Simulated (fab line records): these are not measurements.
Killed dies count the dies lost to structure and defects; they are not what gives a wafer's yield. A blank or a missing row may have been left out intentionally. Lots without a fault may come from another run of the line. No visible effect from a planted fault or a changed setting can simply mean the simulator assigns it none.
fab line records || flow nandHarc
[record] {"lots": 5, "wafers": 15, "lastDay": 24}
route steps=1159 shown P_CONTACT@251 P_M0@253 END@1159
lots that met no fault: taken from a fault-free run of the same line
startH: start of the lot's first displayed wafer, in hours after the record's first day || waitH: hours elapsed since this lot's preceding step || " the same as in the row above || L1.1+2: several wafers, shown together as one row || - no value, or no start given || * or withheld: withheld || < > ~ a bound
route shown NAME@n: names a module that has steps shown in the file, with the first one's number in the route || usual: average and standard deviation across the fault-free wafers || same: alike in all rows || chamber/n: place in a boat || sites: each site's reading || _std_site: the standard deviation of these || _edge_site: mean of outer sites minus mean of inner sites || radiusMm: for every site, how far away it sits from the centre of the wafer || mask NAME#n: copy n || behind: the tool/chamber that last shaped the wafer || hold: the reason the lot was held/the length of the hold in hours/how it ended || device: whichever transistor did not switch (one of n, p or np) || end of line: the tests these same wafers got at the end of their route || step lacking rows: just its recipe || killed: dies that structure and defects cost at the first sort, which is not the same as the wafer's yield || map: shows each die of a wafer: x if killed, . if not, _ if none is there
set.NAME: setting as actually run; set.NAME@STEP: the setting as run at that earlier step || model.NAME: the simulator's own value behind a step, which no gauge read
lots at selected steps of the route; one table per step, one row per wafer
[[steps]]
[step NHARC_P_CONTACT_SRD_26]
[step NHARC_P_CONTACT_INSPECT_27]
[usual] {"rawDefectCount": "305/120"}
{"lot.wafer": "L440.1", "tool": "defectInspect-02", "chamber": "-", "startH": 151.42, "waitH": 0.1, "rawDefectCount": 186}
{"lot.wafer": "L440.4", "tool": "defectInspect-02", "chamber": "-", "startH": 151.42, "waitH": 0.1, "rawDefectCount": 288}
{"lot.wafer": "L440.6", "tool": "defectInspect-02", "chamber": "-", "startH": 151.42, "waitH": 0.1, "rawDefectCount": 346}
{"lot.wafer": "L450.1", "tool": "defectInspect-02", "chamber": "-", "startH": 218.32, "waitH": 0.1, "rawDefectCount": 447}
{"lot.wafer": "L450.3", "tool": "defectInspect-02", "chamber": "-", "startH": 218.32, "waitH": 0.1, "rawDefectCount": 724}
{"lot.wafer": "L450.4", "tool": "defectInspect-02", "chamber": "-", "startH": 218.32, "waitH": 0.1, "rawDefectCount": 399}
{"lot.wafer": "L452.2", "tool": "defectInspect-02", "chamber": "-", "startH": 222.46, "waitH": 0.1, "rawDefectCount": 424}
{"lot.wafer": "L452.5", "tool": "defectInspect-02", "chamber": "-", "startH": 222.46, "waitH": 0.1, "rawDefectCount": 455}
{"lot.wafer": "L452.6", "tool": "defectInspect-02", "chamber": "-", "startH": 222.46, "waitH": 0.1, "rawDefectCount": 383}
{"lot.wafer": "L451.1", "tool": "defectInspect-01", "chamber": "-", "startH": 222.99, "waitH": 0.1, "rawDefectCount": 246}
{"lot.wafer": "L451.4", "tool": "defectInspect-01", "chamber": "-", "startH": 222.99, "waitH": 0.1, "rawDefectCount": 266}
{"lot.wafer": "L451.5", "tool": "defectInspect-01", "chamber": "-", "startH": 222.99, "waitH": 0.1, "rawDefectCount": 319}
{"lot.wafer": "L453.3", "tool": "defectInspect-02", "chamber": "-", "startH": 232.98, "waitH": 0.1, "rawDefectCount": 220}
{"lot.wafer": "L453.4", "tool": "defectInspect-02", "chamber": "-", "startH": 232.98, "waitH": 0.1, "rawDefectCount": 437}
{"lot.wafer": "L453.6", "tool": "defectInspect-02", "chamber": "-", "startH": 232.98, "waitH": 0.1, "rawDefectCount": 327}
[step NHARC_P_M0_DEP_00]
[recipe] {"targetThkA": 1500, "targetThkNm": 150, "tempC": "withheld", "pressureTorr": 5, "flowSccm": 200, "rfW": 600, "material": "SiOC"}
[step NHARC_P_M0_DEHYDRATE_01]
[recipe] {"tempC": 150, "timeS": 120}
[step NHARC_P_M0_HMDS_02]
[recipe] {"timeS": 30}
[step NHARC_P_M0_COAT_33]
[recipe] {"tempC": 200, "timeS": 65}
[step NHARC_P_M0_COAT_03]
[recipe] {"spinRpm": 1500, "resistThkNm": 90}
[step NHARC_P_M0_SOFTBAKE_04]
[recipe] {"tempC": 105, "timeS": 55}
[step NHARC_P_M0_EBR_05]
[step NHARC_P_M0_EXPOSE_06]
[recipe] {"na": 1.35, "targetCdNm": 90, "doseMj": 81.28, "maskId": "P_M0"}
[step NHARC_P_M0_PEB_07]
[recipe] {"pebTempC": 100, "pebTimeS": 65}
[step NHARC_P_M0_DEVELOP_08]
[recipe] {"developTimeS": 35, "devTempC": 23}
[step NHARC_P_M0_CD_MEAS_09]
[recipe] {"targetCdNm": 90, "landingEnergyEv": 500}
[usual] {"cdNm": "89.8/0.61"}
[same] {"landingEnergyEv": 500}
{"lot.wafer": "L440.1", "tool": "cdSem-01", "chamber": 0, "startH": 152.33, "waitH": "-", "cdNm": 92.0}
{"lot.wafer": "L440.4", "tool": "cdSem-01", "chamber": 0, "startH": 152.33, "waitH": "-", "cdNm": 92.9}
{"lot.wafer": "L440.6", "tool": "cdSem-01", "chamber": 0, "startH": 152.33, "waitH": "-", "cdNm": 91.9}
{"lot.wafer": "L450.1", "tool": "cdSem-02", "chamber": 0, "startH": 219.22, "waitH": "-", "cdNm": 90.1}
{"lot.wafer": "L450.3", "tool": "cdSem-02", "chamber": 0, "startH": 219.22, "waitH": "-", "cdNm": 89.7}
{"lot.wafer": "L450.4", "tool": "cdSem-02", "chamber": 0, "startH": 219.22, "waitH": "-", "cdNm": 89.8}
{"lot.wafer": "L452.2", "tool": "cdSem-02", "chamber": 0, "startH": 223.24, "waitH": "-", "cdNm": 90.2}
{"lot.wafer": "L452.5", "tool": "cdSem-02", "chamber": 0, "startH": 223.24, "waitH": "-", "cdNm": 90.3}
{"lot.wafer": "L452.6", "tool": "cdSem-02", "chamber": 0, "startH": 223.24, "waitH": "-", "cdNm": 90.4}
{"lot.wafer": "L451.1", "tool": "cdSem-02", "chamber": 0, "startH": 223.90, "waitH": "-", "cdNm": 89.1}
{"lot.wafer": "L451.4", "tool": "cdSem-02", "chamber": 0, "startH": 223.90, "waitH": "-", "cdNm": 90.2}
{"lot.wafer": "L451.5", "tool": "cdSem-02", "chamber": 0, "startH": 223.90, "waitH": "-", "cdNm": 89.3}
{"lot.wafer": "L453.3", "tool": "cdSem-03", "chamber": 0, "startH": 233.89, "waitH": "-", "cdNm": 89.7}
{"lot.wafer": "L453.4", "tool": "cdSem-03", "chamber": 0, "startH": 233.89, "waitH": "-", "cdNm": 90.1}
{"lot.wafer": "L453.6", "tool": "cdSem-03", "chamber": 0, "startH": 233.89, "waitH": "-", "cdNm": 89.8}
[step NHARC_P_M0_OVL_MEAS_10]
[recipe] {"pitchNm": 180}
[usual] {"overlayXNm": "0.1/0.87", "overlayYNm": "0.0/0.8"}
{"lot.wafer": "L440.1", "tool": "overlay-01", "chamber": "-", "startH": 152.41, "waitH": "-", "overlayXNm": 0.2, "overlayYNm": 0.7}
{"lot.wafer": "L440.4", "tool": "overlay-01", "chamber": "-", "startH": 152.41, "waitH": "-", "overlayXNm": -0.4, "overlayYNm": 0.4}
{"lot.wafer": "L440.6", "tool": "overlay-01", "chamber": "-", "startH": 152.41, "waitH": "-", "overlayXNm": 0.0, "overlayYNm": 0.2}
{"lot.wafer": "L450.1", "tool": "overlay-02", "chamber": "-", "startH": 219.31, "waitH": "-", "overlayXNm": 1.2, "overlayYNm": -0.5}
{"lot.wafer": "L450.3", "tool": "overlay-02", "chamber": "-", "startH": 219.31, "waitH": "-", "overlayXNm": 0.9, "overlayYNm": -0.1}
{"lot.wafer": "L450.4", "tool": "overlay-02", "chamber": "-", "startH": 219.31, "waitH": "-", "overlayXNm": 0.7, "overlayYNm": 0.1}
{"lot.wafer": "L452.2", "tool": "overlay-02", "chamber": "-", "startH": 223.32, "waitH": "-", "overlayXNm": 0.8, "overlayYNm": 0.5}
{"lot.wafer": "L452.5", "tool": "overlay-02", "chamber": "-", "startH": 223.32, "waitH": "-", "overlayXNm": 1.1, "overlayYNm": -0.1}
{"lot.wafer": "L452.6", "tool": "overlay-02", "chamber": "-", "startH": 223.32, "waitH": "-", "overlayXNm": 1.0, "overlayYNm": 0.9}
{"lot.wafer": "L451.1", "tool": "overlay-01", "chamber": "-", "startH": 223.99, "waitH": "-", "overlayXNm": 0.8, "overlayYNm": 0.4}
{"lot.wafer": "L451.4", "tool": "overlay-01", "chamber": "-", "startH": 223.99, "waitH": "-", "overlayXNm": 0.8, "overlayYNm": 0.6}
{"lot.wafer": "L451.5", "tool": "overlay-01", "chamber": "-", "startH": 223.99, "waitH": "-", "overlayXNm": 1.1, "overlayYNm": 0.6}
{"lot.wafer": "L453.3", "tool": "overlay-02", "chamber": "-", "startH": 233.97, "waitH": "-", "overlayXNm": -0.7, "overlayYNm": 0.0}
{"lot.wafer": "L453.4", "tool": "overlay-02", "chamber": "-", "startH": 233.97, "waitH": "-", "overlayXNm": -1.4, "overlayYNm": -0.3}
{"lot.wafer": "L453.6", "tool": "overlay-02", "chamber": "-", "startH": 233.97, "waitH": "-", "overlayXNm": -0.7, "overlayYNm": -1.0}
[step NHARC_END_SORT_01]
[recipe] {"tempC": 25}
[usual] {"defectLimitedYield": "95.5/1.8", "killedAtArray": "27/11", "killedAtOther": "0.6/1", "killedAtPeriphery": "3.0/2.1", "killedDies": "31/12", "killedOpen": "3.2/1.7", "killedShort": "1.7/1.4", "sort_bin_2_pct": "1.4/0.68", "sort_bin_3_pct": "0.25/0.2", "sort_bin_4_pct": "2.9/1.2", "sortNPass": "646/12", "sortRimYieldPct": "95.7/2.8", "sortYieldPct": "95.5/1.8"}
[same] {"grossDies": 677, "sort_bin_5_pct[%]": 0, "sort_bin_6_pct[%]": 0, "sort_bin_7_pct[%]": 0, "sort_bin_8_pct[%]": 0, "sortRimNGross": 106.00}
{"lot.wafer": "L440.1", "tool": "prober-01", "chamber": 0, "startH": 482.26, "waitH": 2.5, "defectLimitedYield[%]": 96.8, "killedAtArray": 21, "killedAtOther": 0, "killedAtPeriphery": 1, "killedDies": 22, "killedOpen": 4, "killedShort": 1, "sort_bin_2_pct[%]": 0.9, "sort_bin_3_pct[%]": 0.15, "sort_bin_4_pct[%]": 2.2, "sortNPass": 655, "sortRimYieldPct[%]": 100.0, "sortYieldPct[%]": 96.8}
{"lot.wafer": "L440.4", "tool": "prober-01", "chamber": 0, "startH": 484.66, "waitH": 3.4, "defectLimitedYield[%]": 96.6, "killedAtArray": 20, "killedAtOther": 0, "killedAtPeriphery": 3, "killedDies": 23, "killedOpen": 6, "killedShort": 1, "sort_bin_2_pct[%]": 0.9, "sort_bin_3_pct[%]": 0.30, "sort_bin_4_pct[%]": 2.2, "sortNPass": 654, "sortRimYieldPct[%]": 97.2, "sortYieldPct[%]": 96.6}
{"lot.wafer": "L440.6", "tool": "prober-01", "chamber": 0, "startH": 486.26, "waitH": 4.0, "defectLimitedYield[%]": 96.8, "killedAtArray": 22, "killedAtOther": 0, "killedAtPeriphery": 0, "killedDies": 22, "killedOpen": 2, "killedShort": 3, "sort_bin_2_pct[%]": 0.9, "sort_bin_3_pct[%]": 0.30, "sort_bin_4_pct[%]": 2.1, "sortNPass": 655, "sortRimYieldPct[%]": 98.1, "sortYieldPct[%]": 96.8}
{"lot.wafer": "L453.3", "tool": "prober-02", "chamber": 0, "startH": 568.15, "waitH": 3.1, "defectLimitedYield[%]": 95.4, "killedAtArray": 26, "killedAtOther": 0, "killedAtPeriphery": 5, "killedDies": 31, "killedOpen": 0, "killedShort": 2, "sort_bin_2_pct[%]": 1.2, "sort_bin_3_pct[%]": 0, "sort_bin_4_pct[%]": 3.4, "sortNPass": 646, "sortRimYieldPct[%]": 94.3, "sortYieldPct[%]": 95.4}
{"lot.wafer": "L453.4", "tool": "prober-02", "chamber": 0, "startH": 568.95, "waitH": 3.4, "defectLimitedYield[%]": 95.7, "killedAtArray": 25, "killedAtOther": 1, "killedAtPeriphery": 3, "killedDies": 29, "killedOpen": 2, "killedShort": 3, "sort_bin_2_pct[%]": 2.1, "sort_bin_3_pct[%]": 0, "sort_bin_4_pct[%]": 2.2, "sortNPass": 648, "sortRimYieldPct[%]": 96.2, "sortYieldPct[%]": 95.7}
{"lot.wafer": "L453.6", "tool": "prober-02", "chamber": 0, "startH": 570.55, "waitH": 4.0, "defectLimitedYield[%]": 95.9, "killedAtArray": 28, "killedAtOther": 0, "killedAtPeriphery": 0, "killedDies": 28, "killedOpen": 1, "killedShort": 3, "sort_bin_2_pct[%]": 1.0, "sort_bin_3_pct[%]": 0, "sort_bin_4_pct[%]": 3.1, "sortNPass": 649, "sortRimYieldPct[%]": 96.2, "sortYieldPct[%]": 95.9}
// killed by level:class
L440.1 A_SGD_CUT:chamberFilmFlake=7 A_CHANNEL_HOLE_D1:chamberFilmFlake=3 A_CONTACT:chamberFilmFlake=3 A_SLIT:chamberFilmFlake=2 P_M0:geometricParticle:open=1 A_CHANNEL_FILL_D1:geometricParticle:short=1 A_CHANNEL_FILL_D1:geometricParticle:open=1 A_CONTACT:geometricParticle:open=1
L440.4 A_SGD_CUT:chamberFilmFlake=7 A_CHANNEL_HOLE_D1:chamberFilmFlake=4 A_CONTACT:geometricParticle:open=2 A_SLIT:chamberFilmFlake=2 P_CONTACT:geometricParticle:open=1 P_M0:geometricParticle:short=1 P_M2:geometricParticle:open=1 A_CHANNEL_HOLE_D1:geometricParticle:open=1
L440.6 A_CHANNEL_HOLE_D1:chamberFilmFlake=9 A_CHANNEL_FILL_D1:geometricParticle:short=3 A_BLC:geometricParticle:open=2 A_STAIRCASE:chamberFilmFlake=2 A_SGD_CUT:chamberFilmFlake=2 A_CONTACT:chamberFilmFlake=2 A_ZERO_WELL:chamberFilmFlake=1 A_SLIT:chamberFilmFlake=1
L453.3 A_CHANNEL_HOLE_D1:chamberFilmFlake=11 A_STAIRCASE:chamberFilmFlake=5 A_WL_FILL:chamberFilmFlake=4 P_ZERO_WELL:chamberFilmFlake=2 A_CONTACT:chamberFilmFlake=2 P_CONTACT:geometricParticle:short=1 A_M0:geometricParticle:short=1 P_STI:chamberFilmFlake=1
L453.4 A_CHANNEL_HOLE_D1:chamberFilmFlake=11 P_STI:chamberFilmFlake=3 A_STAIRCASE:chamberFilmFlake=3 A_WL_FILL:chamberFilmFlake=3 A_CHANNEL_FILL_D1:geometricParticle:short=2 A_CONTACT:chamberFilmFlake=2 A_STAIRCASE:geometricParticle:open=1 A_SGD_CUT:geometricParticle:open=1
L453.6 A_CHANNEL_HOLE_D1:chamberFilmFlake=14 A_STAIRCASE:chamberFilmFlake=4 A_SLIT:chamberFilmFlake=3 A_WL_FILL:chamberFilmFlake=2 A_SOURCE_PLATE:geometricParticle:open=1 A_SGD_CUT:geometricParticle:short=1 A_WL_FILL:geometricParticle:short=1 A_CONTACT:geometricParticle:short=1
[[key]]
[firstSign] {"step": "NHARC_P_M0_CD_MEAS_09", "reading": "cdNm", "direction": "up", "sigmas": 4, "usual": 89.8, "struck": 92.3}
effect none on later readings
metAt NHARC_P_M0_CD_MEAS_09
struckWafers L440.1,L440.4,L440.6
[fault] {"kind": "metrologyMatchingOffset", "tool": "cdSem-01", "chamber": "-", "onsetH": 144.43, "steps": "NHARC_P_M0_CD_MEAS_09", "param": "cdNm", "offset": 1.6583}
